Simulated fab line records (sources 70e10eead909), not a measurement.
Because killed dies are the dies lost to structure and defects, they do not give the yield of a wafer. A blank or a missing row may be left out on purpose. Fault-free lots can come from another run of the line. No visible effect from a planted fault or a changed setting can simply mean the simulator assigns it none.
Comparing a struck lot with a sound one || flow nand harc || 18 out of 1159 route steps
Sound: the wafers L826.2, L826.3, L826.4. Wafers struck: L816.2, L816.3, L816.4. The cause comes at the end.
Order at every step that has rows: each side's tool, ch and its chambers, its first start. Under that, the readings that differ: sound wafers || struck wafers || difference of the means || sigmas: that difference in standard deviations of wafers without a fault.
alike: same words and numbers on both sides, and readings whose means sit less than 2 such deviations apart. not compared: any withheld reading, any reading some wafer has no value for, any bound like >300 that may hide the same value, and any number with overlapping values for which the record gives no deviation.
Wherever a step has rows on one side only, a row that says differs or no value, or a row with sigmas, the two part there. Non-overlapping numbers with no deviation appear without sigmas and do not part them. Lack of a reading on every wafer of one side parts them only where that side has two or more wafers.

NHARC_P_GATE_ALD_36: deposits SiNx, target thk 20 nm, pulse time 60 s, ald cycles 223.
  sound on ald sin-02 ch 0,2,3, day 8 02:50; struck on ald sin-02 ch 1,2,3, day 5 13:08
  alike: heater power w, precursor pulse height rel
NHARC_P_GATE_ETCHBACK_37: etches the open film in CHF3/O2, target depth 34.5 nm, time 17.2 s.
  sound on rie diel-02 ch 0,1,2; struck on rie diel-02 ch 1,2,3
{"reading": "rf hours counter h (h)", "sound": "4 3 3", "struck": "26 23 25", "difference": "+21", "sigmas": ""}
  alike: chf3 flow sccm, drypump motor current A, oes product au, rf vpp V, showerhead plenum p Torr, throttle valve pct
NHARC_P_GATE_STRIP_101: strips in O2, time 20 s.
  sound on rie diel-02 ch 0,1,2, day 8 11:24; struck on rie diel-02 ch 0,1,3, day 5 22:56
{"reading": "rf hours counter h (h)", "sound": "4 3 3", "struck": "23 26 26", "difference": "+22", "sigmas": ""}
  alike: drypump motor current A, oes product au, rf vpp V, showerhead plenum p Torr, throttle valve pct
then, 9 steps without rows for these wafers: NHARC_P_GATE_PRECLEAN_97 (cleans in SPM, time 600 s); NHARC_P_GATE_SRD_98; NHARC_P_GATE_PRECLEAN_99 (cleans in SC1); NHARC_P_GATE_SRD_100; NHARC_P_GATE_DEHYDRATE_38 (time 120 s); NHARC_P_GATE_HMDS_39 (time 30 s); NHARC_P_GATE_COAT_40; NHARC_P_GATE_SOFTBAKE_41 (time 95 s); NHARC_P_GATE_EBR_42.
NHARC_P_GATE_EXPOSE_43: exposes mask P NSD, target cd 720 nm.
  sound on krf scanner-02 ch 0, day 8 12:10; struck on krf scanner-02 ch 0, day 5 23:42
{"reading": "mask", "sound": "P_NSD#0 P_NSD#0 P_NSD#0", "struck": "P_PSD#0 P_PSD#0 P_PSD#0", "difference": "differs", "sigmas": ""}
then, 2 steps without rows for these wafers: NHARC_P_GATE_PEB_44 (peb time 85 s); NHARC_P_GATE_DEVELOP_45 (time 70 s).
NHARC_P_GATE_CD_MEAS_46 targets a cd of 720 nm.
  sound on cd sem-01 ch 0, day 8 12:19; struck on cd sem-01 ch 0, day 5 23:51
{"reading": "cd nm (nm)", "sound": "720.8 721.3 720.9", "struck": "- - -", "difference": "no value on the struck wafers", "sigmas": ""}
then, 1 step without rows for these wafers: NHARC_P_GATE_HARDBAKE_47 (time 80 s).
-- break in the record here, with 14 days between the starts of the struck wafers on either side (left off in module P_GATE, picked up again in module END, where the first step shown is number 1159 on the route) --
NHARC_END_SORT_01:
  here the record holds rows for the struck wafers (prober-01 ch 0, day 19 13:08) but none for the sound ones

WHERE THEY PART
Last at NHARC_END_SORT_01 as far as this record goes, first at NHARC_P_GATE_EXPOSE_43.

WHY: the cause the simulator had injected
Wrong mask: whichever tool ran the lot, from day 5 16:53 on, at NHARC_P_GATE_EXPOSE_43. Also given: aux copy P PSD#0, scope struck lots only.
